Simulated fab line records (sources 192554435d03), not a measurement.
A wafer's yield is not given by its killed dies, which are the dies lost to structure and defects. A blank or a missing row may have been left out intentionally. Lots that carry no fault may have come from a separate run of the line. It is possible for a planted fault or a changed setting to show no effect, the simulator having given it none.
Chamber matching ; flow n5_finfet ; 4 sister chambers for N5_PASSIVATION_PASS_ETCH_74 on rie_diel-01
The step etches SiNx in CF4/O2, target depth 220 nm, time 110 s. 14 wafers are shown with their chamber, then 7 later ones without.

== WAFERS, EACH WITH ITS CHAMBER ==
wafer;chamber;showerhead_plenum_p_Torr (Torr);drypump_motor_current_A (A);throttle_valve_pct (%)
L101.1;1;2.16;5.9;15.44
L101.4;2;2.18;5.4;16.18
L101.6;0;2.31;5.3;15.96
L102.2;3;2.27;5.7;16.11
L102.3;2;2.18;5.4;16.21
L102.5;2;2.18;5.5;16.21
L108.2;1;2.15;5.9;15.50
L108.3;0;2.30;5.3;15.97
L108.4;3;2.27;5.7;16.12
L111.1;2;2.18;5.4;16.23
L111.2;0;2.30;5.3;16.01
L111.4;3;2.27;5.7;16.14
L114.2;0;2.30;5.3;16.00
L114.5;0;2.30;5.3;16.01

SIGNATURES, as means of the wafers listed above
reading;chamber 0;chamber 1;chamber 2;chamber 3;scatter within a chamber
showerhead_plenum_p_Torr;2.3020;2.1550;2.1800;2.2700;0.00361
drypump_motor_current_A;5.300;5.900;5.425;5.700;0.0274
throttle_valve_pct;15.9900;15.4700;16.2075;16.1233;0.024
Rule: for a wafer and a chamber, the distance is found by dividing, reading by reading, the gap between the wafer's reading and the chamber's mean by the reading's scatter, squaring, summing and taking the root. If the next closest chamber is less than 2 further off than the closest, the wafer can't be placed; otherwise it belongs to the closest. How the scatter is found: for the shown wafers, subtract from each reading the mean of its chamber, square and add these, divide the total by (wafers less chambers), then take the root.

== WAFERS WITH NO CHAMBER GIVEN ==
wafer;showerhead_plenum_p_Torr (Torr);drypump_motor_current_A (A);throttle_valve_pct (%)
L114.6;2.27;5.7;16.17
L117.1;2.29;5.3;16.00
L117.2;2.14;6.0;15.51
L117.4;2.14;6.0;15.51
L118.2;2.14;6.0;15.53
L118.5;2.29;5.3;16.03
L118.6;2.17;5.4;16.25

== WHICH CHAMBER EACH ONE RAN IN ==
wafer;from the rows above;in truth
L114.6;3;3
L117.1;0;0
L117.2;1;1
L117.4;1;1
L118.2;1;1
L118.5;0;0
L118.6;2;2
Correct placement for 7 of the 7. Not placeable from these rows: 0. Wrongly placed: 0.
